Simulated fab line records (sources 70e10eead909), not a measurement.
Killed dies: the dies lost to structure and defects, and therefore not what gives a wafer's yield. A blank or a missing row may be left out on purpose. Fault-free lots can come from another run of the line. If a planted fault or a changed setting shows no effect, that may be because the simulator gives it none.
Which tool did it? || flow nandHarc || 13 lots with 39 wafers sampled at 5 steps, on a route of 1302 steps

== WHAT THE GAUGES READ, wafer by wafer ==
NHARC_P_GATE_CD_MEAS_91 targets a cd of 2000 nm.
{"lot": "L472", "measured": "day 5 15:13", "on": "cdSem-03", "cdNm (nm)": "2002.3 2003.6 2001.0"}
{"lot": "L473", "measured": "day 6 04:20", "on": "cdSem-02", "cdNm (nm)": "2002.8 1999.0 1999.4"}
{"lot": "L474", "measured": "day 6 07:25", "on": "cdSem-03", "cdNm (nm)": "2000.2 1998.9 1999.5"}
{"lot": "L475", "measured": "day 7 01:45", "on": "cdSem-02", "cdNm (nm)": "2002.9 2002.1 2003.2"}
{"lot": "L476", "measured": "day 7 05:53", "on": "cdSem-03", "cdNm (nm)": "2002.3 2001.8 2004.8"}
{"lot": "L477", "measured": "day 7 16:33", "on": "cdSem-03", "cdNm (nm)": "1997.2 2000.5 2001.1"}
{"lot": "L483", "measured": "day 10 07:28", "on": "cdSem-03", "cdNm (nm)": "2001.4 2000.1 2000.0"}
{"lot": "L490", "measured": "day 13 06:25", "on": "cdSem-03", "cdNm (nm)": "2000.8 2002.5 2002.3"}
{"lot": "L491", "measured": "day 13 20:19", "on": "cdSem-02", "cdNm (nm)": "2000.8 1998.5 1999.1"}
{"lot": "L492", "measured": "day 14 06:47", "on": "cdSem-02", "cdNm (nm)": "2002.3 1999.2 2001.6"}
{"lot": "L493", "measured": "day 15 05:35", "on": "cdSem-02", "cdNm (nm)": "1998.1 1998.5 2000.7"}
{"lot": "L494", "measured": "day 15 07:21", "on": "cdSem-03", "cdNm (nm)": "2002.3 2001.1 2000.5"}
{"lot": "L495", "measured": "day 15 15:58", "on": "cdSem-01", "cdNm (nm)": "2001.5 2002.9 2000.7"}

NHARC_P_CONTACT_CD_MEAS_19.
{"lot": "L472", "measured": "day 5 20:49", "on": "cdSem-03", "cdNm (nm)": "93.3 90.6 90.7"}
{"lot": "L473", "measured": "day 6 10:04", "on": "cdSem-03", "cdNm (nm)": "92.2 91.2 93.1"}
{"lot": "L474", "measured": "day 6 13:18", "on": "cdSem-02", "cdNm (nm)": "90.2 91.0 86.5"}
{"lot": "L475", "measured": "day 7 07:33", "on": "cdSem-03", "cdNm (nm)": "91.3 90.6 90.0"}
{"lot": "L476", "measured": "day 7 11:39", "on": "cdSem-02", "cdNm (nm)": "91.0 91.3 91.0"}
{"lot": "L477", "measured": "day 7 22:09", "on": "cdSem-01", "cdNm (nm)": "88.3 87.1 91.1"}
{"lot": "L483", "measured": "day 10 13:10", "on": "cdSem-01", "cdNm (nm)": "91.5 91.8 94.5"}
{"lot": "L490", "measured": "day 13 12:18", "on": "cdSem-03", "cdNm (nm)": "86.6 91.0 89.8"}
{"lot": "L491", "measured": "day 14 02:02", "on": "cdSem-01", "cdNm (nm)": "89.8 92.8 93.5"}
{"lot": "L492", "measured": "day 14 12:25", "on": "cdSem-01", "cdNm (nm)": "93.5 92.6 91.1"}
{"lot": "L493", "measured": "day 15 11:38", "on": "cdSem-03", "cdNm (nm)": "88.5 89.9 91.4"}
{"lot": "L494", "measured": "day 15 20:50", "on": "cdSem-03", "cdNm (nm)": "91.5 93.0 91.4"}
{"lot": "L495", "measured": "day 15 22:07", "on": "cdSem-03", "cdNm (nm)": "89.2 90.3 88.7"}

NHARC_END_SORT_01.
{"lot": "L483", "measured": "day 29 00:37", "on": "prober-01", "killedAtArray": "40 36 31", "killedAtOther": "0 0 0", "killedAtPeriphery": "2 63 17", "killedDies": "42 99 48", "killedOpen": "0 3 4", "killedShort": "2 5 4"}

== TOOL THAT RAN EACH LOT (tool first, then ch and the chambers of the sampled wafers, then the start) ==
{"lot": "L472", "NHARC_P_CONTACT_ETCH_36": "rieDiel-08 ch 1,2,3, day 5 20:11", "NHARC_P_CONTACT_ALD_22": "aldMetal-01 ch 2,3, day 5 21:47"}
{"lot": "L473", "NHARC_P_CONTACT_ETCH_36": "rieDiel-08 ch 0,2,3, day 6 09:23", "NHARC_P_CONTACT_ALD_22": "aldMetal-04 ch 0,2, day 6 11:01"}
{"lot": "L474", "NHARC_P_CONTACT_ETCH_36": "rieDiel-09 ch 0,2,3, day 6 12:38", "NHARC_P_CONTACT_ALD_22": "aldMetal-01 ch 1,2, day 6 14:16"}
{"lot": "L475", "NHARC_P_CONTACT_ETCH_36": "rieDiel-11 ch 0,1,3, day 7 06:53", "NHARC_P_CONTACT_ALD_22": "aldMetal-04 ch 1,2,3, day 7 08:31"}
{"lot": "L476", "NHARC_P_CONTACT_ETCH_36": "rieDiel-08 ch 0,1,3, day 7 10:57", "NHARC_P_CONTACT_ALD_22": "aldMetal-02 ch 1,2,3, day 7 12:37"}
{"lot": "L477", "NHARC_P_CONTACT_ETCH_36": "rieDiel-09 ch 1,3, day 7 21:29", "NHARC_P_CONTACT_ALD_22": "aldMetal-04 ch 0,1,3, day 7 23:10"}
{"lot": "L483", "NHARC_P_CONTACT_ETCH_36": "rieDiel-08 ch 0,2, day 10 12:29", "NHARC_P_CONTACT_ALD_22": "aldMetal-04 ch 0,2, day 10 14:08"}
{"lot": "L490", "NHARC_P_CONTACT_ETCH_36": "rieDiel-09 ch 0,1,2, day 13 11:38", "NHARC_P_CONTACT_ALD_22": "aldMetal-01 ch 0,1,3, day 13 13:15"}
{"lot": "L491", "NHARC_P_CONTACT_ETCH_36": "rieDiel-08 ch 0,1,3, day 14 01:22", "NHARC_P_CONTACT_ALD_22": "aldMetal-04 ch 1,2, day 14 02:59"}
{"lot": "L492", "NHARC_P_CONTACT_ETCH_36": "rieDiel-08 ch 0,1,3, day 14 11:46", "NHARC_P_CONTACT_ALD_22": "aldMetal-02 ch 1,3, day 14 13:22"}
{"lot": "L493", "NHARC_P_CONTACT_ETCH_36": "rieDiel-08 ch 0,1, day 15 10:58", "NHARC_P_CONTACT_ALD_22": "aldMetal-02 ch 1,2, day 15 12:35"}
{"lot": "L494", "NHARC_P_CONTACT_ETCH_36": "rieDiel-09 ch 1,3, day 15 20:03", "NHARC_P_CONTACT_ALD_22": "aldMetal-02 ch 0,1, day 15 21:53"}
{"lot": "L495", "NHARC_P_CONTACT_ETCH_36": "rieDiel-11 ch 0,1, day 15 21:18", "NHARC_P_CONTACT_ALD_22": "aldMetal-04 ch 0,1, day 15 23:07"}
- NHARC_P_CONTACT_ETCH_36: etches the open film in N2/H2, target depth 260 nm, time 406.25 s.
- NHARC_P_CONTACT_ALD_22: deposits TiN, target thk 3 nm, pulse time 1 s, ald cycles 150.

== AS READ BY THE TOOLS THEMSELVES (means over the sampled wafers that have a number; for cases with no such wafer, the mark the record gives instead) ==
NHARC_P_CONTACT_ETCH_36.
{"lot": "L472", "tool": "rieDiel-08", "drypumpMotorCurrentA (A)": 6.1, "oesProductAu (a.u.)": 1.003, "rfVppV (V)": 431.3, "showerheadPlenumPTorr (Torr)": 2.07, "throttleValvePct (%)": 14.176}
{"lot": "L473", "tool": "rieDiel-08", "drypumpMotorCurrentA (A)": 6.2, "oesProductAu (a.u.)": 1.007, "rfVppV (V)": 430.2, "showerheadPlenumPTorr (Torr)": 2.04, "throttleValvePct (%)": 14.171}
{"lot": "L474", "tool": "rieDiel-09", "drypumpMotorCurrentA (A)": 5.7, "oesProductAu (a.u.)": 1.001, "rfVppV (V)": 429.4, "showerheadPlenumPTorr (Torr)": 2.02, "throttleValvePct (%)": 14.171}
{"lot": "L475", "tool": "rieDiel-11", "drypumpMotorCurrentA (A)": 5.6, "oesProductAu (a.u.)": 1.001, "rfVppV (V)": 427.8, "showerheadPlenumPTorr (Torr)": 1.96, "throttleValvePct (%)": 14.182}
{"lot": "L476", "tool": "rieDiel-08", "drypumpMotorCurrentA (A)": 5.9, "oesProductAu (a.u.)": 1.004, "rfVppV (V)": 433.4, "showerheadPlenumPTorr (Torr)": 2.11, "throttleValvePct (%)": 14.181}
{"lot": "L477", "tool": "rieDiel-09", "drypumpMotorCurrentA (A)": 5.7, "oesProductAu (a.u.)": 1.002, "rfVppV (V)": 428.3, "showerheadPlenumPTorr (Torr)": 1.93, "throttleValvePct (%)": 14.175}
{"lot": "L483", "tool": "rieDiel-08", "drypumpMotorCurrentA (A)": 5.9, "oesProductAu (a.u.)": 0.922, "rfVppV (V)": 430.2, "showerheadPlenumPTorr (Torr)": 2.01, "throttleValvePct (%)": 14.174}
{"lot": "L490", "tool": "rieDiel-09", "drypumpMotorCurrentA (A)": 5.6, "oesProductAu (a.u.)": 0.994, "rfVppV (V)": 429.4, "showerheadPlenumPTorr (Torr)": 2.01, "throttleValvePct (%)": 14.169}
{"lot": "L491", "tool": "rieDiel-08", "drypumpMotorCurrentA (A)": 5.9, "oesProductAu (a.u.)": 1.004, "rfVppV (V)": 433.0, "showerheadPlenumPTorr (Torr)": 2.11, "throttleValvePct (%)": 14.171}
{"lot": "L492", "tool": "rieDiel-08", "drypumpMotorCurrentA (A)": 5.9, "oesProductAu (a.u.)": 1.006, "rfVppV (V)": 432.1, "showerheadPlenumPTorr (Torr)": 2.11, "throttleValvePct (%)": 14.169}
{"lot": "L493", "tool": "rieDiel-08", "drypumpMotorCurrentA (A)": 5.4, "oesProductAu (a.u.)": 1.005, "rfVppV (V)": 432.0, "showerheadPlenumPTorr (Torr)": 2.12, "throttleValvePct (%)": 14.182}
{"lot": "L494", "tool": "rieDiel-09", "drypumpMotorCurrentA (A)": 5.7, "oesProductAu (a.u.)": 0.994, "rfVppV (V)": 428.7, "showerheadPlenumPTorr (Torr)": 1.94, "throttleValvePct (%)": 14.172}
{"lot": "L495", "tool": "rieDiel-11", "drypumpMotorCurrentA (A)": 5.7, "oesProductAu (a.u.)": 0.991, "rfVppV (V)": 428.2, "showerheadPlenumPTorr (Torr)": 1.96, "throttleValvePct (%)": 14.166}

NHARC_P_CONTACT_ALD_22.
{"lot": "L472", "tool": "aldMetal-01", "heaterPowerW (W)": 1226, "precursorPulseHeightRel": 0.995}
{"lot": "L473", "tool": "aldMetal-04", "heaterPowerW (W)": 1043, "precursorPulseHeightRel": 0.992}
{"lot": "L474", "tool": "aldMetal-01", "heaterPowerW (W)": 1247, "precursorPulseHeightRel": 0.993}
{"lot": "L475", "tool": "aldMetal-04", "heaterPowerW (W)": 1079, "precursorPulseHeightRel": 1.002}
{"lot": "L476", "tool": "aldMetal-02", "heaterPowerW (W)": 1328, "precursorPulseHeightRel": 0.989}
{"lot": "L477", "tool": "aldMetal-04", "heaterPowerW (W)": 1141, "precursorPulseHeightRel": 0.990}
{"lot": "L483", "tool": "aldMetal-04", "heaterPowerW (W)": 974, "precursorPulseHeightRel": 1.005}
{"lot": "L490", "tool": "aldMetal-01", "heaterPowerW (W)": 1198, "precursorPulseHeightRel": 0.990}
{"lot": "L491", "tool": "aldMetal-04", "heaterPowerW (W)": 957, "precursorPulseHeightRel": 0.996}
{"lot": "L492", "tool": "aldMetal-02", "heaterPowerW (W)": 1406, "precursorPulseHeightRel": 1.006}
{"lot": "L493", "tool": "aldMetal-02", "heaterPowerW (W)": 1196, "precursorPulseHeightRel": 0.984}
{"lot": "L494", "tool": "aldMetal-02", "heaterPowerW (W)": 1222, "precursorPulseHeightRel": 0.992}
{"lot": "L495", "tool": "aldMetal-04", "heaterPowerW (W)": 1140, "precursorPulseHeightRel": 1.020}

== THE ANSWER, worked out from the rows above alone ==
Rule: the usual values come from the lots themselves. Put in order of their means at a reading, lots are off if they are a third of the lots or fewer, leave a main group of 4 or more, and stand apart from it by a gap of 3 or more times the standard deviation of the main group's means; of several such gaps the widest counts. A main group whose means are all the same, to the digits that the tables above print for the reading, isn't used. Also off: a lot with no number at a reading for which 4 or more lots have one. Where the step has rows for the other lots, those lots are counted as sound. After the gauges, taken in route order, come the tools' own readings; for these a lot's mean is taken, as printed above. At the first step where some lot is off, the reading lying furthest off is the one used; lots without a number count as furthest.
Off: L483, at NHARC_P_CONTACT_ETCH_36 (oesProductAu). The main group: mean 1.001 a.u., standard deviation 0.005.
If a tool, at that step or one of the process steps before it, ran each lot that is off and ran no sound lot following the first of them, it fits. Of those tried, none fits.

== WHAT WAS PUT IN BY THE SIMULATOR ==
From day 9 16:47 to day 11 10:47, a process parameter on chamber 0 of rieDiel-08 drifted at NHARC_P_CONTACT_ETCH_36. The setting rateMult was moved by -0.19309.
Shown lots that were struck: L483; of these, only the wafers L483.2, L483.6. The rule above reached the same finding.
